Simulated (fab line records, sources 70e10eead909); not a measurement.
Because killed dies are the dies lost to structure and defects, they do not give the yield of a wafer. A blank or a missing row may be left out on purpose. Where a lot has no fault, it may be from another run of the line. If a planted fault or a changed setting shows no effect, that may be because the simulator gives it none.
Matching of chambers || flow nand harc || 3 sister chambers for NHARC_A_STAIRCASE_DEP_151 on pecvd-04
The step deposits SiO2, target thk 7200 nm. 3 wafers are shown with their chamber, then 7 later ones without.

== EACH WAFER AND ITS CHAMBER ==
{"wafer": "L082.4", "chamber": 1, "heater power w (W)": 527}
{"wafer": "L085.1", "chamber": 0, "heater power w (W)": 635}
{"wafer": "L085.2", "chamber": 2, "heater power w (W)": 693}

== WAFERS WITH NO CHAMBER GIVEN ==
{"wafer": "L085.5", "heater power w (W)": 604}
{"wafer": "L089.1", "heater power w (W)": 851}
{"wafer": "L089.3", "heater power w (W)": 586}
{"wafer": "L089.6", "heater power w (W)": 598}
{"wafer": "L092.3", "heater power w (W)": 770}
{"wafer": "L092.4", "heater power w (W)": 667}
{"wafer": "L092.6", "heater power w (W)": 537}

== EACH ONE'S CHAMBER ==
{"wafer": "L085.5", "from the rows above": "can't be placed: 0 or 1 or 2", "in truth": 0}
{"wafer": "L089.1", "from the rows above": "can't be placed: 2 or 0", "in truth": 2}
{"wafer": "L089.3", "from the rows above": "can't be placed: 0 or 1 or 2", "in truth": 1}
{"wafer": "L089.6", "from the rows above": "can't be placed: 0 or 1 or 2", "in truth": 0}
{"wafer": "L092.3", "from the rows above": "can't be placed: 2 or 0", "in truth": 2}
{"wafer": "L092.4", "from the rows above": "can't be placed: 2 or 0 or 1", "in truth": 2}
{"wafer": "L092.6", "from the rows above": "can't be placed: 1 or 0", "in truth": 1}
Placed correctly: 0 of 7. Not placeable from these rows: 7 (in 7, the candidates include the true chamber). Wrongly placed: 0.
How it was worked out, from the rows above alone: a wafer's distance from a chamber is the root of the sum, over the readings, of the square of ((its reading less the chamber's mean) divided by the reading's scatter). The wafer belongs to the nearest chamber; if the next one is less than 2 further off, it can't be placed. A chamber's mean is the mean of its shown wafers. The scatter: root of mean squared gap, hidden wafer to nearest shown wafer, with one shown wafer a chamber.
